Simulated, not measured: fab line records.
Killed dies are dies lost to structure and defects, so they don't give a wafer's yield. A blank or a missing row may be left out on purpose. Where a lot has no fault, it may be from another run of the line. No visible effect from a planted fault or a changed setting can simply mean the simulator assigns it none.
8D (eight disciplines) problem report, filled in by code :: flow nand harc :: the parts of the form that need people (team, actions taken, sign-off) are left out

## 1. THE ISSUE
time to endpoint s at NHARC_A_M0_CMP_23 reads a mean of 14.9 s on 1 wafer of 1 lot; wafers without a fault read 30.0 s with a standard deviation of 3. That is -5.0 standard deviations from the usual mean.
The step: polishes, t overpolish 20 s, target thk 113.75 nm.
The first sign was on wafer L600.6 at day 27 17:40, on cmp-01. Wafers with a number at this step in the record: 38, from 13 lots. The rule behind "out" and "out of limits": a value lying over 4 standard deviations away from the usual mean. Any other wafer with a number is counted as sound.

## 2. WHAT IT IS, WHAT IT ISN'T
question: which readings at this step
is: time to endpoint s
is not: motor current A

question: which lots
is: L600
is not: L590, L592, L593, L597, L606, L607, L608, L609, L610, L611, L612, L613

question: which wafers of those lots
is: L600.6
is not: L600.2

question: read on which tools
is: cmp-01
is not: cmp-03, cmp-04

question: when
is: from day 27 17:40
is not: up to then (13 sound wafers); but 24 sound wafers of L606, L607, L608, L609, L610, L611, L612, L613 came after

## 3. WHAT RULES OUT EACH SUSPECT
Counting: any tool at a process step up to the reading remains a suspect provided it ran every lot that is out. Sound lots after the first of them don't rule it out here, since some wafers of a struck lot are sound.
- rie diel-04 at NHARC_A_M0_DESCUM_14 (chemistry O2, time 3 s): kept. The lot that is out, L600, ran on it at day 27 15:40; the last sound lot it ran before that was L593, at day 23 19:02.
- pvd sputter-01 at NHARC_A_M0_PVD_20 (deposits TaN, target thk 5 nm, time 8.06 s): kept. It ran the lot that is out, L600 (day 27 16:59). NHARC_A_M0_PVD_20: start missing for some lots; hours and lot order therefore follow NHARC_A_M0_ECD_22.
- ecd cu-02 at NHARC_A_M0_ECD_22 (material Cu, target thk 400 nm): kept. The lot that is out, L600, ran on it at day 27 16:59; the last sound lot it ran before that was L597, at day 26 04:03.
- cmp-01 at NHARC_A_M0_CMP_23 (polishes, t overpolish 20 s, target thk 113.75 nm): kept. It ran the lot that is out, L600 (day 27 17:40). Out on those wafers are its own readings of time to endpoint s.
- At NHARC_A_M0_DESCUM_14 on rie diel-04, chamber 2 took the sound wafers of the same lots and chamber 0 took the wafers that are out.
- At NHARC_A_M0_ECD_22 on ecd cu-02, chamber 1 took the sound wafers of the same lots and chamber 0 took the wafers that are out.
Left after counting: rie diel-04 at NHARC_A_M0_DESCUM_14, pvd sputter-01 at NHARC_A_M0_PVD_20, ecd cu-02 at NHARC_A_M0_ECD_22, cmp-01 at NHARC_A_M0_CMP_23.

## 4. THE CAUSE (what the simulator had put in)
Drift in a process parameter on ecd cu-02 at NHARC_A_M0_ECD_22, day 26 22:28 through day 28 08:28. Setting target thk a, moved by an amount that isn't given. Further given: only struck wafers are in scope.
Counting left 4 suspects, and this tool is among them.

## 5. SEQUENCE OF EFFECTS, ordered by route
Each row: a reading whose mean over the struck wafers that have a number lies more than 3 standard deviations from the usual. Only readings whose record carries a usual standard deviation are examined. hours: median over the lots of the time between each lot's start at the first step of this table that gives one and its start at this step. sigmas: the change, counted in usual standard deviations.
hours: 0
step: NHARC_A_M0_CMP_23
reading: time to endpoint s
usual: 30.0 s
on struck wafers: 14.9
change: -15.1
sigmas: -5.0
It contains these process steps:
- NHARC_A_M0_CMP_23: polishes, t overpolish 20 s, target thk 113.75 nm.

## 6. HOW IT WOULD HAVE BEEN CAUGHT EARLIER
19 hours passed between the start of the fault at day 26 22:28 and the first reading out of limits in this record, taken at day 27 17:40.
Of the tool readings at NHARC_A_M0_ECD_22 for which the record gives a usual standard deviation, none was out on any struck wafer, so an alarm limit of 4 standard deviations on them would not have fired.
By day 27 17:40 the whole set of lots that are out, 1 in number, had already begun NHARC_A_M0_ECD_22 on ecd cu-02. None of them would have been spared by holding the tool at that moment.
